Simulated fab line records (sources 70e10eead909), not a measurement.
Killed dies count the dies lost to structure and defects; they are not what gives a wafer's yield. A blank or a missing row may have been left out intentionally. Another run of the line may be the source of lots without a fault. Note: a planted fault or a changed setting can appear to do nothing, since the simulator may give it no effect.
fab line records	flow nandHarc
[record] lots = 12	wafers = 36	lastDay = 24
route steps=1159 shown P_ZERO_WELL@14 P_STI@88 P_GATE@131
lots that met no fault: taken from a fault-free run of the same line
startH: hours from the record's opening day to when the first of the lot's shown wafers began	waitH: hours from the lot's prior step to this one	" repeats the value in the row above	L1.1+2: several wafers, shown together as one row	- no value, or no start given	* or withheld: withheld	< > ~ a bound
route shown NAME@n: a module of which the file shows steps, and the number in the route of the first	usual: the fault-free wafers' mean and standard deviation	same: alike in all rows	chamber/n: place in a boat	sites: the reading at each site	_std_site: the values' standard deviation	_edge_site: outer sites' mean less inner sites'	radiusMm: how far each site lies from the wafer's centre	mask NAME#n: copy n	behind: the tool/chamber that last shaped the wafer	hold: why the lot went on hold/how many hours it stayed there/how the hold came to an end	device: names the non-switching transistor (n, p or np)	end of line: tests of these same wafers at the route's end	a step with no rows: only its recipe	killed: dies that structure and defects cost at the first sort, which is not the same as the wafer's yield	map: a wafer's dies, x killed, . not, _ none there
set.NAME: the setting as run; set.NAME@STEP: as run at that earlier step	model.NAME: the simulator's own value behind a step, which no gauge read
route steps across a sampled set of lots; one table per step, one row per wafer
services: the hour from which a tool's chamber was out of use, counted from the record's first day as startH (under 0 if before that day), plus the number of hours and why
[[steps]]
[step NHARC_P_ZERO_WELL_CD_MEAS_11]
[recipe] targetCdNm = 500	landingEnergyEv = 500
[usual] cdNm = 499.9/1.5
lot.wafer	tool	chamber	startH	waitH	cdNm
L255.1	cdSem-01	0	13.34	-	498.2
L255.4	"	0	"	"	497.0
L255.6	"	0	"	"	497.6
L256.1	cdSem-03	0	19.26	-	500.9
L256.2	"	0	"	"	501.1
L256.5	"	0	"	"	500.7
L257.1	cdSem-03	0	25.12	-	500.1
L257.4	"	0	"	"	501.0
L257.6	"	0	"	"	503.1
L258.1	cdSem-01	0	31.25	-	500.5
L258.2	"	0	"	"	503.3
L258.6	"	0	"	"	501.6
L259.1	cdSem-02	0	37.24	-	500.4
L259.2	"	0	"	"	500.6
L259.3	"	0	"	"	500.8
L267.1	cdSem-02	0	85.24	-	499.0
L267.2	"	0	"	"	500.1
L267.4	"	0	"	"	500.8
L268.1	cdSem-01	0	91.24	-	500.0
L268.2	"	0	"	"	500.2
L268.4	"	0	"	"	502.3
L271.1	cdSem-03	0	109.11	-	497.0
L271.3	"	0	"	"	498.0
L271.4	"	0	"	"	496.9
L274.2	cdSem-01	0	127.24	-	497.7
L274.4	"	0	"	"	497.5
L274.6	"	0	"	"	497.3
L275.3	cdSem-03	0	133.36	-	498.7
L275.4	"	0	"	"	499.0
L275.6	"	0	"	"	500.1
L276.1	cdSem-01	0	139.41	-	500.3
L276.2	"	0	"	"	500.5
L276.3	"	0	"	"	500.3
L277.1	cdSem-03	0	145.26	-	499.9
L277.3	"	0	"	"	500.2
L277.4	"	0	"	"	500.3
[step NHARC_P_ZERO_WELL_EXPOSE_21]
[recipe] na = 0.6	targetCdNm = 720	doseMj = 22.31	maskId = P_NWELL
[usual] exposureDoseMJCm2 = 22.313/0.022
lot.wafer	tool	chamber	startH	waitH	mask	exposureDoseMJCm2
L255.1	krfScanner-02	0	14.53	-	P_NWELL#0	22.299
L255.4	"	0	"	"	P_NWELL#0	22.320
L255.6	"	0	"	"	P_NWELL#0	22.299
L256.1	krfScanner-03	0	20.45	-	P_NWELL#0	22.343
L256.2	"	0	"	"	P_NWELL#0	22.292
L256.5	"	0	"	"	P_NWELL#0	22.319
L257.1	krfScanner-03	0	26.18	-	P_NWELL#0	22.301
L257.4	"	0	"	"	P_NWELL#0	22.315
L257.6	"	0	"	"	P_NWELL#0	22.310
L258.1	krfScanner-02	0	32.44	-	P_NWELL#0	22.315
L258.2	"	0	"	"	P_NWELL#0	22.343
L258.6	"	0	"	"	P_NWELL#0	22.294
L259.1	krfScanner-03	0	38.43	-	P_NWELL#0	28.657
L259.2	"	0	"	"	P_NWELL#0	28.648
L259.3	"	0	"	"	P_NWELL#0	28.676
L267.1	krfScanner-03	0	86.44	-	P_NWELL#0	28.644
L267.2	"	0	"	"	P_NWELL#0	28.667
L267.4	"	0	"	"	P_NWELL#0	28.673
L268.1	krfScanner-02	0	92.42	-	P_NWELL#0	22.263
L268.2	"	0	"	"	P_NWELL#0	22.260
L268.4	"	0	"	"	P_NWELL#0	22.301
L271.1	krfScanner-01	0	110.30	-	P_NWELL#0	22.274
L271.3	"	0	"	"	P_NWELL#0	22.301
L271.4	"	0	"	"	P_NWELL#0	22.293
L274.2	krfScanner-01	0	128.43	-	P_NWELL#0	22.297
L274.4	"	0	"	"	P_NWELL#0	22.314
L274.6	"	0	"	"	P_NWELL#0	22.291
L275.3	krfScanner-02	0	134.55	-	P_NWELL#0	22.274
L275.4	"	0	"	"	P_NWELL#0	22.295
L275.6	"	0	"	"	P_NWELL#0	22.276
L276.1	krfScanner-01	0	140.62	-	P_NWELL#0	22.352
L276.2	"	0	"	"	P_NWELL#0	22.308
L276.3	"	0	"	"	P_NWELL#0	22.335
L277.1	krfScanner-02	0	146.44	-	P_NWELL#0	22.270
L277.3	"	0	"	"	P_NWELL#0	22.326
L277.4	"	0	"	"	P_NWELL#0	22.321
[step NHARC_P_ZERO_WELL_CD_MEAS_24]
[recipe] targetCdNm = 720	landingEnergyEv = 500
[usual] cdNm = 719.4/1.5
lot.wafer	tool	chamber	startH	waitH	cdNm
L255.1	cdSem-01	0	14.69	-	719.3
L255.4	"	0	"	"	718.1
L255.6	"	0	"	"	719.2
L256.1	cdSem-01	0	20.60	-	721.0
L256.2	"	0	"	"	720.7
L256.5	"	0	"	"	722.1
L257.1	cdSem-01	0	26.34	-	721.2
L257.4	"	0	"	"	720.7
L257.6	"	0	"	"	721.9
L258.1	cdSem-02	0	32.60	-	720.5
L258.2	"	0	"	"	720.1
L258.6	"	0	"	"	719.2
L259.1	cdSem-03	0	38.58	-	763.2
L259.2	"	0	"	"	761.8
L259.3	"	0	"	"	761.8
L267.1	cdSem-01	0	86.60	-	762.0
L267.2	"	0	"	"	765.3
L267.4	"	0	"	"	764.1
L268.1	cdSem-02	0	92.57	-	718.5
L268.2	"	0	"	"	718.4
L268.4	"	0	"	"	719.3
L271.1	cdSem-03	0	110.45	-	720.5
L271.3	"	0	"	"	718.7
L271.4	"	0	"	"	720.8
L274.2	cdSem-02	0	128.58	-	720.7
L274.4	"	0	"	"	722.4
L274.6	"	0	"	"	721.6
L275.3	cdSem-03	0	134.70	-	720.6
L275.4	"	0	"	"	720.3
L275.6	"	0	"	"	718.7
L276.1	cdSem-02	0	140.77	-	719.2
L276.2	"	0	"	"	718.7
L276.3	"	0	"	"	716.8
L277.1	cdSem-03	0	146.60	-	719.4
L277.3	"	0	"	"	715.7
L277.4	"	0	"	"	718.1
[step NHARC_P_STI_ETCH_42]
[recipe] targetDepthA = 800	overetchA = 240	timeS = 61	ionEnergyEv = 200	n2FlowSccm = 150	h2FlowSccm = 150	arFlowSccm = 0	rfW = 400	biasW = 150	chemistry = N2/H2
[usual] drypumpMotorCurrentA = 5.8/0.51	mfcArSccm = 0.006/0.0081	oesProductAu = 1.000/0.0079	rfVppV = 430.0/2.8	showerheadPlenumPTorr = 2.02/0.099	throttleValvePct = 14.172/0.0092
lot.wafer	tool	chamber	startH	waitH	drypumpMotorCurrentA	mfcArSccm	oesProductAu	rfHoursCounterH	rfVppV	showerheadPlenumPTorr	throttleValvePct
L256.2	rieDiel-11	1	39.92	0.1	6.6	0.009	0.999	1.2	429.5	1.93	14.176
L256.1	"	2	"	"	5.7	0	1.007	0.4	433.5	2.16	14.176
L256.5	"	1	"	"	6.6	0.009	0.997	-	428.6	1.94	14.171
L255.4	rieDiel-13	2	40.09	0.1	5.2	0.017	0.994	2.6	428.5	1.93	14.176
L255.1	"	0	"	"	4.6	0	0.994	2.6	429.8	2.00	14.174
L255.6	"	3	"	"	5.7	0.013	0.993	-	432.4	2.09	14.176
L258.2	rieDiel-08	3	50.94	0.1	5.7	0	1.006	2.6	435.2	2.17	14.170
L258.1	"	0	"	"	6.5	0	1.000	3.1	430.5	2.04	14.172
L258.6	"	1	"	"	5.8	0	1.000	-	425.6	1.90	14.160
L257.1	rieDiel-11	0	51.09	0.1	5.9	0	1.007	2.0	430.9	2.05	14.184
L257.4	"	1	"	"	6.6	0.009	1.009	2.2	427.6	1.94	14.176
L257.6	"	3	"	"	5.9	0.025	1.001	-	428.3	1.93	14.166
L259.2	rieDiel-08	0	59.29	0.1	6.5	0	0.994	3.8	431.6	2.04	14.179
L259.1	"	2	"	"	6.1	0	0.998	4.0	434.6	2.15	14.174
L259.3	"	3	"	"	5.7	0	1.003	3.3	433.9	2.17	14.189
L267.2	rieDiel-13	3	112.34	0.2	5.7	0.013	0.992	0.1	433.0	2.09	14.168
L267.4	"	0	"	"	4.6	0	1.001	0.1	429.4	2.00	14.176
L267.1	"	1	"	"	5.1	0.006	0.998	0.2	426.2	1.93	14.175
L268.2	rieDiel-08	1	112.43	0.1	5.8	0	0.987	5.6	426.4	1.90	14.161
L268.1	"	3	"	"	5.7	0	0.999	4.9	435.9	2.17	14.172
L268.4	"	2	"	"	6.1	0	0.990	-	433.0	2.15	14.173
L271.4	rieDiel-13	1	132.89	0.1	5.1	0.006	0.999	0.4	426.7	1.93	14.168
L271.1	"	2	"	"	5.1	0.017	0.999	0.5	427.7	1.93	14.172
L271.3	"	0	"	"	4.6	0	1.005	0.4	430.7	2.00	14.165
L274.4	rieDiel-08	0	149.22	0.1	6.5	0	0.989	0.8	431.1	2.04	14.155
L274.2	"	1	"	"	5.8	0	0.997	0.8	426.4	1.90	14.180
L274.6	"	1	"	"	5.8	0	1.003	-	427.9	1.90	14.181
L275.3	rieDiel-11	3	155.28	0.1	5.9	0.025	0.992	8.0	427.2	1.93	14.176
L275.4	"	3	"	"	5.9	0.025	0.994	-	428.2	1.93	14.175
L275.6	"	1	"	"	6.6	0.009	0.989	-	427.3	1.93	14.174
L276.1	rieDiel-08	1	161.63	0.1	5.8	0	1.002	1.5	427.1	1.90	14.163
L276.3	"	2	"	"	6.1	0	1.008	1.4	432.9	2.15	14.169
L276.2	"	0	"	"	6.5	0	0.993	1.5	430.0	2.04	14.172
L277.3	rieDiel-11	3	167.38	0.1	5.9	0.025	0.996	9.1	427.4	1.93	14.177
L277.4	"	0	"	"	5.9	0	1.011	9.2	430.7	2.04	14.176
L277.1	"	2	"	"	5.7	0	1.010	8.1	434.3	2.16	14.179
[step NHARC_P_GATE_HM_DEP_102]
[recipe] targetThkA = 1200	tempC = 400	material = aC
[usual] throttleValvePct = 34.999/0.0099
lot.wafer	tool	chamber	startH	waitH	throttleValvePct
L256.1	aclDep-02	0	85.12	0.4	35.016
L256.2	"	0	"	"	34.993
L256.5	"	0	"	"	35.001
L255.1	aclDep-03	0	85.12	0.4	34.993
L255.4	"	0	"	"	34.996
L255.6	"	0	"	"	35.004
L258.1	aclDep-02	0	103.71	1.0	34.985
L258.2	"	0	"	"	35.003
L258.6	"	0	"	"	35.002
L257.1	aclDep-02	0	104.34	1.6	35.000
L257.4	"	0	"	"	34.997
L257.6	"	0	"	"	35.009
L259.1	aclDep-03	0	109.03	1.1	34.994
L259.2	"	0	"	"	34.998
L259.3	"	0	"	"	35.008
L268.1	aclDep-01	0	166.39	1.0	35.000
L268.2	"	0	"	"	35.003
L268.4	"	0	"	"	35.005
L267.1	aclDep-02	0	166.77	1.4	34.993
L267.2	"	0	"	"	35.007
L267.4	"	0	"	"	34.987
L271.1	aclDep-03	0	183.99	3.7	35.003
L271.3	"	0	"	"	34.980
L271.4	"	0	"	"	34.984
L274.2	aclDep-03	0	203.48	0.5	34.991
L274.4	"	0	"	"	34.999
L274.6	"	0	"	"	35.002
L275.3	aclDep-02	0	208.36	0.6	35.005
L275.4	"	0	"	"	34.994
L275.6	"	0	"	"	35.007
L276.1	aclDep-03	0	216.00	0.4	34.995
L276.2	"	0	"	"	34.997
L276.3	"	0	"	"	35.013
L277.1	aclDep-02	0	220.38	0.4	34.986
L277.3	"	0	"	"	34.981
L277.4	"	0	"	"	34.993
[[services]]
tool	chamber	startH	hours	kind
krfScanner-03	-	-4.00	4.0	pm
rieDiel-08	1	-3.43	2.5	repair
rieDiel-11	0	-3.32	2.5	repair
rieDiel-08	2	6.82	1.7	repair
aclDep-03	-	12.12	14.6	repair
rieDiel-11	-	12.50	9.0	pm
rieDiel-11	2	24.96	4.0	repair
rieDiel-08	3	36.14	9.4	repair
krfScanner-02	-	38.00	4.0	pm
aclDep-03	-	43.21	13.0	pm
rieDiel-08	2	62.49	4.0	repair
krfScanner-02	-	73.58	3.3	repair
aclDep-02	-	96.54	2.6	repair
rieDiel-08	0	100.43	34.6	repair
krfScanner-03	-	106.24	1.0	repair
rieDiel-08	-	124.85	9.0	pm
rieDiel-08	-	141.20	1.0	repair
rieDiel-11	2	154.89	5.3	repair
krfScanner-03	-	168.00	4.0	pm
aclDep-02	-	169.63	13.0	pm
rieDiel-11	-	189.50	9.0	pm
rieDiel-08	2	204.65	9.6	repair
krfScanner-02	-	210.00	4.0	pm
rieDiel-08	0	212.16	3.6	repair
[[key]]
[firstSign] step = NHARC_P_ZERO_WELL_EXPOSE_21	reading = exposureDoseMJCm2	direction = up	sigmas = 99+	usual = 22.313	struck = 28.661
[effect] step = NHARC_P_ZERO_WELL_CD_MEAS_24	reading = cdNm	direction = up	sigmas = 30	usual = 719.4	struck = 763.1
metAt NHARC_P_ZERO_WELL_EXPOSE_21
struckLots L259,L267
testerLeftOut L259,L267
notActingAt NHARC_P_ZERO_WELL_CD_MEAS_11,NHARC_P_STI_ETCH_42,NHARC_P_GATE_HM_DEP_102
onsetBetween 26.18 38.43
[fault] kind = processParameterDrift	tool = krfScanner-03	chamber = -	onsetH = 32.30	steps = NHARC_P_ZERO_WELL_EXPOSE_21	channel = doseMj	offset = 6.3412	shape = step	actsIn = theseRecipesOnly	stated = 22.31
// testerLeftOut: of these lots the tester's yield and bins aren't shown, on N5 and GAA mostly nor the transistor test; their killed dies are dies lost to structure and defects alone, not to doping, threshold or leakage, so they don't give the yield
